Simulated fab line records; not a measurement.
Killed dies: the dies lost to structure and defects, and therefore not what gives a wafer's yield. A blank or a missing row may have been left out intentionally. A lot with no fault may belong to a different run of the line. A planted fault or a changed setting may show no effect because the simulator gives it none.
fab line records + flow nand_harc + part 1 of 2: steps 1 to 3 of 6
record
- lots=23
- wafers=69
- last_day=33
route steps=1302 shown A_STAIRCASE@700
lots with no fault: from the same line, run without faults
start_h: start of the lot's first displayed wafer, in hours after the record's first day + wait_h: hours elapsed since this lot's preceding step + " identical to the entry in the row above + L1.1+2: a row that stands for several wafers + - no value, or no start given + * or withheld: withheld + < > ~ a bound
route shown NAME@n: NAME is a module with steps in the file, n the number in the route of the first one + usual: average and standard deviation across the fault-free wafers + same: alike in all rows + chamber/n: place in a boat + sites: readings site by site + _std_site: how widely they spread, as a standard deviation + _edge_site: the outer-site mean with the inner-site mean subtracted + radius_mm: how far each site lies from the wafer's centre + mask NAME#n: copy n + behind: the tool/chamber that last shaped the wafer + hold: reason for holding the lot/hours on hold/outcome of the hold + device: transistor that didn't switch, given as n, p or np + end of line: the route-end tests of the same wafers + a step given without rows: its recipe and nothing more + killed: count of dies lost to structure and defects at first sort (not the wafer's yield) + map: a wafer's dies, marking killed ones x, the rest . and places with no die _
set.NAME: setting as actually run; set.NAME@STEP: the setting as run at that earlier step + model.NAME: the simulator's own value behind a step, which no gauge read
the route's steps for a sample of lots (tables are steps, rows are wafers)
services: from which hour (start_h, from the record's first day; less than 0 if before it) a tool's chamber was out of use, for how many hours, and why
## steps
# step NHARC_A_STAIRCASE_DESCUM_186
# recipe
- time_s=3
- o2_flow_sccm=200
- ar_flow_sccm=0
- bias_power_w=0
- chemistry=O2
# usual
- drypump_motor_current_A=5.9/0.35
- oes_product_au=0.997/0.011
- rf_vpp_V=57.8/0.86
- showerhead_plenum_p_Torr=1.92/0.087
- throttle_valve_pct=11.311/0.0089
| lot.wafer | tool        | chamber | start_h | wait_h | drypump_motor_current_A | oes_product_au | rf_hours_counter_h | rf_vpp_V | showerhead_plenum_p_Torr | throttle_valve_pct |
|-----------|-------------|---------|---------|--------|-------------------------|----------------|--------------------|----------|--------------------------|--------------------|
| L074.2    | rie_diel-04 | 3       | 353.93  | -      | 6.1                     | 1.013          | 59                 | 58.3     | 1.93                     | 11.317             |
| L074.1    | "           | 2       | "       | "      | 5.6                     | 0.996          | 47                 | 56.1     | 1.79                     | 11.307             |
| L074.5    | "           | 3       | "       | "      | 6.1                     | 1.009          | -                  | 57.8     | 1.93                     | 11.307             |
| L075.4    | rie_diel-04 | 3       | 357.41  | -      | 6.2                     | 1.017          | 60                 | 58.0     | 1.93                     | 11.312             |
| L075.2    | "           | 0       | "       | "      | 6.2                     | 0.990          | 62                 | 57.4     | 1.77                     | 11.318             |
| L075.5    | "           | 1       | "       | "      | 6.0                     | 1.016          | -                  | 58.2     | 1.89                     | 11.311             |
| L076.4    | rie_diel-04 | 1       | 370.86  | -      | 6.0                     | 1.008          | 1                  | 57.7     | 1.89                     | 11.317             |
| L076.3    | "           | 0       | "       | "      | 6.2                     | 0.993          | 1                  | 58.9     | 2.08                     | 11.310             |
| L076.5    | "           | 2       | "       | "      | 5.6                     | 1.008          | -                  | 57.2     | 1.79                     | 11.316             |
| L077.2    | rie_diel-04 | 2       | 384.87  | -      | 5.6                     | 1.000          | 4                  | 56.9     | 1.79                     | 11.317             |
| L077.3    | "           | 0       | "       | "      | 6.1                     | 0.987          | 4                  | 57.3     | 2.08                     | 11.302             |
| L077.5    | "           | 1       | "       | "      | 5.9                     | 1.011          | -                  | 57.8     | 1.89                     | 11.309             |
| L079.4    | rie_diel-08 | 0       | 398.57  | -      | 6.3                     | 1.016          | 7                  | 58.5     | 1.94                     | 11.324             |
| L079.1    | "           | 1       | "       | "      | 5.9                     | 1.009          | 6                  | 57.0     | 2.06                     | 11.303             |
| L079.3    | "           | 2       | "       | "      | 5.6                     | 1.009          | 8                  | 57.4     | 1.93                     | 11.312             |
| L080.3    | rie_diel-07 | 1       | 410.04  | -      | 5.9                     | 0.988          | 38                 | 59.1     | 1.89                     | 11.317             |
| L080.5    | "           | 1       | "       | "      | 5.9                     | 0.983          | -                  | 57.5     | 1.89                     | 11.310             |
| L080.6    | "           | 2       | "       | "      | 6.2                     | 0.978          | -                  | 57.8     | 1.99                     | 11.307             |
| L081.1    | rie_diel-07 | 1       | 410.22  | -      | 5.8                     | 0.985          | 38                 | 56.9     | 1.89                     | 11.301             |
| L081.2    | "           | 2       | "       | "      | 6.2                     | 0.977          | 37                 | 57.9     | 1.99                     | 11.301             |
| L081.3    | "           | 3       | "       | "      | 4.9                     | 0.999          | 37                 | 58.5     | 1.98                     | 11.313             |
| L082.4    | rie_diel-04 | 1       | 431.77  | -      | 5.9                     | 1.004          | 19                 | 58.2     | 1.89                     | 11.321             |
| L082.3    | "           | 3       | "       | "      | 6.2                     | 0.987          | 21                 | 57.6     | 1.93                     | 11.316             |
| L082.5    | "           | 2       | "       | "      | 5.6                     | 0.996          | -                  | 57.0     | 1.79                     | 11.323             |
| L083.2    | rie_diel-07 | 1       | 432.19  | -      | 5.9                     | 0.974          | 47                 | 55.3     | 1.88                     | 11.326             |
| L083.4    | "           | 2       | "       | "      | 6.1                     | 0.970          | -                  | 56.4     | 1.99                     | 11.324             |
| L083.6    | "           | 1       | "       | "      | 5.9                     | 0.978          | -                  | 57.0     | 1.88                     | 11.316             |
| L084.2    | rie_diel-07 | 2       | 458.53  | -      | 6.1                     | 0.989          | 53                 | 58.6     | 1.99                     | 11.303             |
| L084.4    | "           | 0       | "       | "      | 6.3                     | 0.992          | 56                 | 57.6     | 1.82                     | 11.315             |
| L084.6    | "           | 1       | "       | "      | 5.9                     | 0.978          | -                  | 57.6     | 1.88                     | 11.308             |
| L085.4    | rie_diel-04 | 0       | 458.79  | -      | 6.2                     | 0.982          | 27                 | 59.1     | 2.07                     | 11.319             |
| L085.5    | "           | 0       | "       | "      | 6.2                     | 0.981          | -                  | 57.7     | 2.07                     | 11.298             |
| L085.6    | "           | 1       | "       | "      | 5.9                     | 1.015          | -                  | 59.4     | 1.89                     | 11.312             |
| L086.3    | rie_diel-08 | 1       | 471.41  | -      | 5.9                     | 1.004          | 30                 | 58.3     | 2.05                     | 11.302             |
| L086.4    | "           | 0       | "       | "      | 6.2                     | 0.994          | 32                 | 57.2     | 1.93                     | 11.323             |
| L086.6    | "           | 2       | "       | "      | 5.6                     | 1.005          | -                  | 57.9     | 1.92                     | 11.306             |
| L087.2    | rie_diel-07 | 1       | 491.92  | -      | 5.9                     | 0.991          | 1                  | 57.6     | 1.88                     | 11.293             |
| L087.6    | "           | 2       | "       | "      | 6.2                     | 1.007          | -                  | 56.3     | 1.98                     | 11.304             |
| L087.5    | "           | 3       | "       | "      | 4.9                     | 0.994          | -                  | 57.8     | 1.97                     | 11.305             |
| L089.3    | rie_diel-08 | 3       | 502.40  | -      | 5.8                     | 0.988          | 47                 | 58.1     | 2.05                     | 11.313             |
| L089.1    | "           | 0       | "       | "      | 6.2                     | 1.007          | 40                 | 57.9     | 1.93                     | 11.315             |
| L089.6    | "           | 1       | "       | "      | 5.9                     | 1.002          | -                  | 58.4     | 2.04                     | 11.297             |
| L088.1    | rie_diel-08 | 2       | 503.58  | -      | 5.6                     | 0.999          | 43                 | 58.0     | 1.91                     | 11.289             |
| L088.4    | "           | 3       | "       | "      | 5.8                     | 1.000          | 48                 | 57.9     | 2.05                     | 11.324             |
| L088.5    | "           | 1       | "       | "      | 5.9                     | 1.008          | -                  | 58.0     | 2.04                     | 11.317             |
| L090.3    | rie_diel-07 | 0       | 515.60  | -      | 6.3                     | 0.993          | 10                 | 56.8     | 1.82                     | 11.311             |
| L090.4    | "           | 1       | "       | "      | 5.9                     | 0.991          | 10                 | 59.0     | 1.88                     | 11.308             |
| L090.5    | "           | 2       | "       | "      | 6.2                     | 1.002          | -                  | 57.5     | 1.98                     | 11.308             |
| L092.3    | rie_diel-04 | 2       | 523.54  | -      | 5.6                     | 1.000          | 48                 | 57.0     | 1.78                     | 11.308             |
| L092.1    | "           | 0       | "       | "      | 6.2                     | 0.988          | 51                 | 57.7     | 2.06                     | 11.307             |
| L092.6    | "           | 2       | "       | "      | 5.6                     | 0.999          | -                  | 58.3     | 1.78                     | 11.318             |
| L091.3    | rie_diel-07 | 0       | 523.97  | -      | 6.3                     | 0.997          | 12                 | 57.6     | 1.82                     | 11.311             |
| L091.2    | "           | 2       | "       | "      | 6.2                     | 0.996          | 9                  | 58.4     | 1.98                     | 11.305             |
| L091.6    | "           | 0       | "       | "      | 6.3                     | 0.988          | -                  | 57.3     | 1.82                     | 11.308             |
| L093.3    | rie_diel-04 | 3       | 545.93  | -      | 6.1                     | 0.993          | 0                  | 57.5     | 1.92                     | 11.313             |
| L093.4    | "           | 1       | "       | "      | 5.9                     | 1.017          | -                  | 59.3     | 1.88                     | 11.318             |
| L093.5    | "           | 3       | "       | "      | 6.1                     | 0.995          | -                  | 58.4     | 1.92                     | 11.329             |
| L094.1    | rie_diel-04 | 3       | 559.52  | -      | 6.2                     | 0.986          | 5                  | 57.6     | 1.91                     | 11.313             |
| L094.2    | "           | 0       | "       | "      | 6.1                     | 1.002          | 5                  | 58.3     | 2.06                     | 11.318             |
| L094.5    | "           | 3       | "       | "      | 6.1                     | 0.999          | -                  | 58.1     | 1.91                     | 11.304             |
| L095.3    | rie_diel-04 | 2       | 567.05  | -      | 5.6                     | 1.005          | 3                  | 59.7     | 1.78                     | 11.319             |
| L095.2    | "           | 0       | "       | "      | 6.2                     | 1.006          | 9                  | 59.5     | 2.06                     | 11.313             |
| L095.5    | "           | 2       | "       | "      | 5.6                     | 1.008          | -                  | 58.2     | 1.78                     | 11.306             |
| L096.3    | rie_diel-07 | 2       | 591.91  | -      | 6.2                     | 1.012          | 35                 | 58.3     | 1.97                     | 11.301             |
| L096.5    | "           | 1       | "       | "      | 5.9                     | 1.004          | -                  | 58.9     | 1.87                     | 11.308             |
| L096.6    | "           | 2       | "       | "      | 6.2                     | 1.002          | -                  | 58.7     | 1.97                     | 11.307             |
| L097.4    | rie_diel-07 | 2       | 592.19  | -      | 6.2                     | 1.001          | 35                 | 58.0     | 1.97                     | 11.298             |
| L097.3    | "           | 3       | "       | "      | 4.9                     | 0.997          | 35                 | 57.7     | 1.96                     | 11.301             |
| L097.6    | "           | 2       | "       | "      | 6.2                     | 1.004          | -                  | 59.2     | 1.97                     | 11.330             |
# step NHARC_A_STAIRCASE_TRIM_198
# recipe
- time_s=211.2
- o2_flow_sccm=500
- ar_flow_sccm=0
- bias_w=0
- chemistry=O2
# usual
- drypump_motor_current_A=5.9/0.33
- oes_product_au=1.000/0.01
- rf_vpp_V=58.0/0.9
- showerhead_plenum_p_Torr=3.57/0.16
- throttle_valve_pct=17.036/0.0087
| lot.wafer | tool        | chamber | start_h | wait_h | drypump_motor_current_A | oes_product_au | rf_hours_counter_h | rf_vpp_V | showerhead_plenum_p_Torr | throttle_valve_pct |
|-----------|-------------|---------|---------|--------|-------------------------|----------------|--------------------|----------|--------------------------|--------------------|
| L074.2    | rie_diel-07 | 1       | -       | -      | 5.9                     | 0.983          | 14                 | 56.9     | 3.49                     | 17.056             |
| L074.1    | "           | 3       | "       | "      | 5.0                     | 0.998          | 15                 | 58.8     | 3.65                     | 17.043             |
| L074.5    | "           | 2       | "       | "      | 6.1                     | 0.983          | -                  | 58.5     | 3.67                     | 17.047             |
| L075.4    | rie_diel-08 | 1       | -       | -      | 5.9                     | 0.990          | 53                 | 59.0     | 3.78                     | 17.053             |
| L075.2    | "           | 3       | "       | "      | 5.8                     | 0.987          | 36                 | 58.5     | 3.79                     | 17.023             |
| L075.5    | "           | 1       | "       | "      | 5.9                     | 1.002          | -                  | 59.1     | 3.78                     | 17.044             |
| L076.4    | rie_diel-04 | 3       | -       | -      | 6.1                     | 0.997          | 2                  | 58.3     | 3.56                     | 17.039             |
| L076.3    | "           | 0       | "       | "      | 6.2                     | 1.001          | 2                  | 57.3     | 3.81                     | 17.038             |
| L076.5    | "           | 2       | "       | "      | 5.6                     | 1.000          | -                  | 56.9     | 3.32                     | 17.041             |
| L077.2    | rie_diel-04 | 1       | -       | -      | 5.9                     | 1.009          | 5                  | 58.2     | 3.49                     | 17.032             |
| L077.3    | "           | 2       | "       | "      | 5.6                     | 0.997          | 5                  | 57.6     | 3.32                     | 17.037             |
| L077.5    | "           | 1       | "       | "      | 6.0                     | 1.017          | -                  | 57.5     | 3.49                     | 17.048             |
| L079.3    | rie_diel-07 | 1       | -       | -      | 5.9                     | 0.989          | 35                 | 58.6     | 3.48                     | 17.031             |
| L079.1    | "           | 2       | "       | "      | 6.2                     | 0.989          | 34                 | 57.9     | 3.66                     | 17.030             |
| L079.4    | "           | 0       | "       | "      | 6.3                     | 0.985          | 35                 | 57.8     | 3.38                     | 17.038             |
| L080.3    | rie_diel-08 | 3       | -       | -      | 5.8                     | 1.002          | 13                 | 59.0     | 3.78                     | 17.031             |
| L080.6    | "           | 1       | "       | "      | 5.9                     | 1.005          | -                  | 60.0     | 3.77                     | 17.043             |
| L080.5    | "           | 3       | "       | "      | 5.8                     | 0.999          | -                  | 57.5     | 3.78                     | 17.038             |
| L081.1    | rie_diel-08 | 0       | -       | -      | 6.1                     | 1.008          | 11                 | 57.8     | 3.57                     | 17.019             |
| L081.2    | "           | 1       | "       | "      | 5.9                     | 1.019          | 10                 | 57.9     | 3.77                     | 17.041             |
| L081.3    | "           | 3       | "       | "      | 5.8                     | 0.999          | 13                 | 58.4     | 3.78                     | 17.022             |
| L082.3    | rie_diel-04 | 0       | -       | -      | 6.2                     | 1.001          | 20                 | 59.7     | 3.80                     | 17.045             |
| L082.4    | "           | 3       | "       | "      | 6.2                     | 0.993          | 21                 | 56.4     | 3.55                     | 17.041             |
| L082.5    | "           | 1       | "       | "      | 5.9                     | 1.010          | -                  | 57.1     | 3.48                     | 17.040             |
| L083.4    | rie_diel-04 | 2       | -       | -      | 5.6                     | 1.013          | 21                 | 58.2     | 3.31                     | 17.052             |
| L083.2    | "           | 0       | "       | "      | 6.2                     | 0.989          | 20                 | 58.4     | 3.80                     | 17.043             |
| L083.6    | "           | 2       | "       | "      | 5.6                     | 1.006          | -                  | 57.0     | 3.31                     | 17.030             |
| L084.2    | rie_diel-04 | 0       | -       | -      | 6.2                     | 1.000          | 28                 | 57.8     | 3.79                     | 17.038             |
| L084.4    | "           | 2       | "       | "      | 5.6                     | 1.007          | 29                 | 58.8     | 3.31                     | 17.038             |
| L084.6    | "           | 0       | "       | "      | 6.2                     | 0.986          | -                  | 59.0     | 3.79                     | 17.047             |
| L085.4    | rie_diel-08 | 0       | -       | -      | 6.2                     | 1.012          | 29                 | 57.6     | 3.56                     | 17.019             |
| L085.5    | "           | 0       | "       | "      | 6.3                     | 1.009          | -                  | 57.4     | 3.56                     | 17.048             |
| L085.6    | "           | 1       | "       | "      | 5.9                     | 1.006          | -                  | 60.1     | 3.76                     | 17.042             |
| L086.3    | rie_diel-04 | 1       | -       | -      | 6.0                     | 1.025          | 32                 | 57.8     | 3.48                     | 17.030             |
| L086.4    | "           | 3       | "       | "      | 6.1                     | 0.990          | 35                 | 56.5     | 3.54                     | 17.019             |
| L086.6    | "           | 1       | "       | "      | 6.0                     | 1.020          | -                  | 58.7     | 3.48                     | 17.025             |
| L087.2    | rie_diel-04 | 1       | -       | -      | 5.9                     | 1.000          | 37                 | 57.8     | 3.47                     | 17.020             |
| L087.6    | "           | 3       | "       | "      | 6.2                     | 0.989          | -                  | 58.3     | 3.54                     | 17.037             |
| L087.5    | "           | 0       | "       | "      | 6.2                     | 0.991          | -                  | 58.0     | 3.79                     | 17.055             |
| L089.1    | rie_diel-08 | 1       | -       | -      | 5.9                     | 1.000          | 43                 | 59.5     | 3.75                     | 17.022             |
| L089.3    | "           | 3       | "       | "      | 5.8                     | 0.992          | 49                 | 58.7     | 3.76                     | 17.025             |
| L089.6    | "           | 1       | "       | "      | 5.9                     | 0.995          | -                  | 59.4     | 3.75                     | 17.026             |
| L088.4    | rie_diel-07 | 0       | -       | -      | 6.4                     | 0.991          | 7                  | 57.0     | 3.37                     | 17.047             |
| L088.1    | "           | 1       | "       | "      | 5.9                     | 0.991          | 7                  | 57.4     | 3.47                     | 17.040             |
| L088.5    | "           | 0       | "       | "      | 6.3                     | 0.984          | -                  | 57.3     | 3.37                     | 17.039             |
| L090.3    | rie_diel-07 | 3       | -       | -      | 4.9                     | 0.995          | 8                  | 58.9     | 3.62                     | 17.039             |
| L090.4    | "           | 0       | "       | "      | 6.3                     | 0.995          | 11                 | 57.6     | 3.36                     | 17.038             |
| L090.5    | "           | 0       | "       | "      | 6.3                     | 0.986          | -                  | 57.4     | 3.36                     | 17.031             |
| L092.3    | rie_diel-04 | 2       | -       | -      | 5.6                     | 1.010          | 48                 | 56.0     | 3.29                     | 17.030             |
| L092.1    | "           | 0       | "       | "      | 6.2                     | 0.983          | 51                 | 56.8     | 3.78                     | 17.053             |
| L092.6    | "           | 1       | "       | "      | 6.0                     | 1.009          | -                  | 57.7     | 3.47                     | 17.044             |
| L091.2    | rie_diel-04 | 1       | -       | -      | 5.9                     | 1.021          | 50                 | 57.7     | 3.47                     | 17.028             |
| L091.3    | "           | 2       | "       | "      | 5.6                     | 1.007          | 48                 | 57.1     | 3.29                     | 17.044             |
| L091.6    | "           | 1       | "       | "      | 6.0                     | 1.017          | -                  | 58.7     | 3.47                     | 17.045             |
| L093.3    | rie_diel-07 | 1       | -       | -      | 5.9                     | 0.992          | 20                 | 57.8     | 3.46                     | 17.040             |
| L093.4    | "           | 2       | "       | "      | 6.2                     | 1.000          | 17                 | 58.1     | 3.64                     | 17.037             |
| L093.5    | "           | 0       | "       | "      | 6.3                     | 0.999          | -                  | 58.4     | 3.36                     | 17.037             |
| L094.1    | rie_diel-08 | 2       | -       | -      | 5.6                     | 0.993          | 1                  | 59.2     | 3.52                     | 17.035             |
| L094.2    | "           | 0       | "       | "      | 6.3                     | 1.000          | 1                  | 59.4     | 3.55                     | 17.031             |
| L094.5    | "           | 2       | "       | "      | 5.6                     | 0.989          | -                  | 58.8     | 3.52                     | 17.040             |
| L095.2    | rie_diel-04 | 2       | -       | -      | 5.6                     | 0.995          | 3                  | 58.9     | 3.29                     | 17.027             |
| L095.3    | "           | 1       | "       | "      | 5.9                     | 1.021          | 8                  | 57.2     | 3.46                     | 17.034             |
| L095.5    | "           | 2       | "       | "      | 5.7                     | 1.008          | -                  | 58.2     | 3.29                     | 17.040             |
| L096.3    | rie_diel-08 | 0       | -       | -      | 6.2                     | 0.997          | 12                 | 58.3     | 3.54                     | 17.045             |
| L096.5    | "           | 1       | "       | "      | 5.9                     | 0.978          | -                  | 58.1     | 3.73                     | 17.036             |
| L096.6    | "           | 2       | "       | "      | 5.7                     | 0.989          | -                  | 57.7     | 3.51                     | 17.039             |
| L097.3    | rie_diel-07 | 1       | -       | -      | 5.9                     | 0.996          | 37                 | 57.5     | 3.45                     | 17.029             |
| L097.4    | "           | 2       | "       | "      | 6.2                     | 1.006          | 36                 | 57.7     | 3.63                     | 17.048             |
| L097.6    | "           | 1       | "       | "      | 5.9                     | 1.002          | -                  | 57.4     | 3.45                     | 17.040             |
# step NHARC_A_STAIRCASE_TRIM_200
# recipe
- time_s=211.2
- o2_flow_sccm=500
- ar_flow_sccm=0
- bias_w=0
- chemistry=O2
# usual
- drypump_motor_current_A=5.9/0.33
- oes_product_au=0.998/0.01
- rf_vpp_V=57.7/0.9
- showerhead_plenum_p_Torr=3.56/0.16
- throttle_valve_pct=17.035/0.0086
| lot.wafer | tool        | chamber | start_h | wait_h | drypump_motor_current_A | oes_product_au | rf_hours_counter_h | rf_vpp_V | showerhead_plenum_p_Torr | throttle_valve_pct |
|-----------|-------------|---------|---------|--------|-------------------------|----------------|--------------------|----------|--------------------------|--------------------|
| L074.2    | rie_diel-07 | 0       | -       | -      | 6.4                     | 0.979          | 14                 | 57.3     | 3.40                     | 17.037             |
| L074.1    | "           | 1       | "       | "      | 5.9                     | 0.982          | 14                 | 58.2     | 3.49                     | 17.029             |
| L074.5    | "           | 0       | "       | "      | 6.3                     | 0.975          | -                  | 58.1     | 3.39                     | 17.019             |
| L075.4    | rie_diel-08 | 1       | -       | -      | 5.9                     | 0.998          | 53                 | 58.2     | 3.78                     | 17.040             |
| L075.2    | "           | 2       | "       | "      | 5.6                     | 1.002          | 50                 | 57.3     | 3.56                     | 17.039             |
| L075.5    | "           | 1       | "       | "      | 5.9                     | 1.003          | -                  | 57.0     | 3.78                     | 17.041             |
| L076.4    | rie_diel-04 | 3       | -       | -      | 6.2                     | 0.995          | 2                  | 58.6     | 3.56                     | 17.042             |
| L076.3    | "           | 1       | "       | "      | 5.9                     | 1.013          | 2                  | 57.5     | 3.49                     | 17.035             |
| L076.5    | "           | 3       | "       | "      | 6.1                     | 0.989          | -                  | 57.2     | 3.56                     | 17.048             |
| L077.2    | rie_diel-04 | 3       | -       | -      | 6.1                     | 0.999          | 5                  | 58.0     | 3.56                     | 17.022             |
| L077.3    | "           | 0       | "       | "      | 6.2                     | 1.003          | 5                  | 57.8     | 3.81                     | 17.033             |
| L077.5    | "           | 2       | "       | "      | 5.6                     | 1.006          | -                  | 57.4     | 3.32                     | 17.057             |
| L079.4    | rie_diel-07 | 0       | -       | -      | 6.3                     | 0.986          | 35                 | 57.6     | 3.38                     | 17.042             |
| L079.3    | "           | 1       | "       | "      | 5.9                     | 0.979          | 35                 | 56.8     | 3.48                     | 17.028             |
| L079.1    | "           | 3       | "       | "      | 4.9                     | 0.994          | 34                 | 58.0     | 3.64                     | 17.045             |
| L080.3    | rie_diel-08 | 0       | -       | -      | 6.2                     | 1.014          | 12                 | 57.2     | 3.57                     | 17.033             |
| L080.6    | "           | 3       | "       | "      | 5.8                     | 1.008          | -                  | 57.6     | 3.78                     | 17.041             |
| L080.5    | "           | 0       | "       | "      | 6.2                     | 1.020          | -                  | 57.9     | 3.57                     | 17.038             |
| L081.3    | rie_diel-08 | 1       | -       | -      | 5.9                     | 1.005          | 11                 | 57.6     | 3.77                     | 17.026             |
| L081.1    | "           | 3       | "       | "      | 5.8                     | 1.018          | 13                 | 56.5     | 3.78                     | 17.054             |
| L081.2    | "           | 0       | "       | "      | 6.2                     | 1.005          | 12                 | 58.4     | 3.57                     | 17.037             |
| L082.4    | rie_diel-04 | 2       | -       | -      | 5.6                     | 0.998          | 21                 | 57.2     | 3.31                     | 17.040             |
| L082.3    | "           | 3       | "       | "      | 6.1                     | 0.994          | 21                 | 57.6     | 3.55                     | 17.028             |
| L082.5    | "           | 0       | "       | "      | 6.2                     | 0.990          | -                  | 57.2     | 3.80                     | 17.043             |
| L083.2    | rie_diel-04 | 2       | -       | -      | 5.6                     | 1.011          | 22                 | 56.8     | 3.31                     | 17.044             |
| L083.4    | "           | 0       | "       | "      | 6.2                     | 0.990          | 20                 | 58.4     | 3.80                     | 17.034             |
| L083.6    | "           | 2       | "       | "      | 5.6                     | 0.992          | -                  | 57.5     | 3.31                     | 17.037             |
| L084.2    | rie_diel-04 | 2       | -       | -      | 5.6                     | 1.001          | 29                 | 56.3     | 3.30                     | 17.036             |
| L084.4    | "           | 3       | "       | "      | 6.2                     | 0.986          | 30                 | 57.7     | 3.55                     | 17.030             |
| L084.6    | "           | 2       | "       | "      | 5.6                     | 1.008          | -                  | 56.7     | 3.30                     | 17.026             |
| L085.4    | rie_diel-08 | 1       | -       | -      | 5.9                     | 1.013          | 28                 | 57.9     | 3.76                     | 17.032             |
| L085.6    | "           | 2       | "       | "      | 5.6                     | 1.014          | -                  | 57.2     | 3.54                     | 17.041             |
| L085.5    | "           | 3       | "       | "      | 5.8                     | 1.011          | -                  | 58.5     | 3.76                     | 17.036             |
| L086.4    | rie_diel-04 | 1       | -       | -      | 5.9                     | 1.004          | 32                 | 58.0     | 3.48                     | 17.033             |
| L086.3    | "           | 3       | "       | "      | 6.1                     | 0.993          | 35                 | 57.8     | 3.54                     | 17.032             |
| L086.6    | "           | 1       | "       | "      | 5.9                     | 1.011          | -                  | 56.1     | 3.48                     | 17.035             |
| L087.2    | rie_diel-04 | 1       | -       | -      | 5.9                     | 1.007          | 38                 | 57.7     | 3.47                     | 17.055             |
| L087.6    | "           | 0       | "       | "      | 6.2                     | 0.997          | -                  | 56.8     | 3.78                     | 17.045             |
| L087.5    | "           | 1       | "       | "      | 5.9                     | 1.013          | -                  | 57.8     | 3.47                     | 17.036             |
| L089.3    | rie_diel-08 | 1       | -       | -      | 5.9                     | 1.000          | 43                 | 57.4     | 3.75                     | 17.045             |
| L089.1    | "           | 2       | "       | "      | 5.6                     | 1.011          | 43                 | 58.3     | 3.53                     | 17.040             |
| L089.6    | "           | 1       | "       | "      | 5.9                     | 1.000          | -                  | 57.4     | 3.75                     | 17.018             |
| L088.1    | rie_diel-07 | 1       | -       | -      | 5.9                     | 0.989          | 7                  | 58.3     | 3.47                     | 17.021             |
| L088.4    | "           | 2       | "       | "      | 6.1                     | 1.006          | 5                  | 57.2     | 3.65                     | 17.029             |
| L088.5    | "           | 0       | "       | "      | 6.3                     | 0.994          | -                  | 57.5     | 3.37                     | 17.048             |
| L090.4    | rie_diel-07 | 2       | -       | -      | 6.2                     | 1.000          | 8                  | 58.4     | 3.65                     | 17.031             |
| L090.3    | "           | 1       | "       | "      | 5.9                     | 0.995          | 11                 | 57.8     | 3.46                     | 17.035             |
| L090.5    | "           | 2       | "       | "      | 6.1                     | 1.006          | -                  | 59.0     | 3.65                     | 17.042             |
| L092.3    | rie_diel-04 | 3       | -       | -      | 6.2                     | 0.988          | 50                 | 56.8     | 3.53                     | 17.027             |
| L092.1    | "           | 1       | "       | "      | 5.9                     | 1.011          | 50                 | 58.4     | 3.47                     | 17.047             |
| L092.6    | "           | 3       | "       | "      | 6.2                     | 0.979          | -                  | 58.0     | 3.53                     | 17.027             |
| L091.3    | rie_diel-04 | 3       | -       | -      | 6.2                     | 0.993          | 51                 | 57.8     | 3.53                     | 17.021             |
| L091.2    | "           | 1       | "       | "      | 5.9                     | 1.012          | 50                 | 58.5     | 3.47                     | 17.041             |
| L091.6    | "           | 0       | "       | "      | 6.2                     | 0.986          | -                  | 57.7     | 3.78                     | 17.031             |
| L093.3    | rie_diel-07 | 2       | -       | -      | 6.2                     | 0.992          | 18                 | 58.5     | 3.64                     | 17.047             |
| L093.4    | "           | 3       | "       | "      | 5.0                     | 0.996          | 18                 | 56.8     | 3.61                     | 17.046             |
| L093.5    | "           | 0       | "       | "      | 6.3                     | 0.989          | -                  | 58.8     | 3.36                     | 17.047             |
| L094.2    | rie_diel-08 | 2       | -       | -      | 5.6                     | 0.997          | 1                  | 56.7     | 3.52                     | 17.039             |
| L094.1    | "           | 1       | "       | "      | 5.9                     | 0.990          | 1                  | 57.9     | 3.74                     | 17.024             |
| L094.5    | "           | 3       | "       | "      | 5.8                     | 1.007          | -                  | 58.8     | 3.75                     | 17.038             |
| L095.2    | rie_diel-04 | 3       | -       | -      | 6.1                     | 0.997          | 10                 | 56.6     | 3.53                     | 17.036             |
| L095.3    | "           | 0       | "       | "      | 6.2                     | 0.990          | 10                 | 59.1     | 3.77                     | 17.027             |
| L095.5    | "           | 0       | "       | "      | 6.2                     | 0.993          | -                  | 57.1     | 3.77                     | 17.032             |
| L096.3    | rie_diel-08 | 3       | -       | -      | 5.8                     | 1.001          | 12                 | 56.6     | 3.74                     | 17.023             |
| L096.5    | "           | 1       | "       | "      | 5.9                     | 0.992          | -                  | 56.5     | 3.73                     | 17.033             |
| L096.6    | "           | 2       | "       | "      | 5.6                     | 1.006          | -                  | 57.6     | 3.51                     | 17.044             |
| L097.4    | rie_diel-07 | 1       | -       | -      | 5.9                     | 0.998          | 37                 | 57.2     | 3.45                     | 17.037             |
| L097.3    | "           | 2       | "       | "      | 6.2                     | 1.002          | 36                 | 58.4     | 3.63                     | 17.042             |
| L097.6    | "           | 0       | "       | "      | 6.4                     | 0.994          | -                  | 57.7     | 3.35                     | 17.041             |
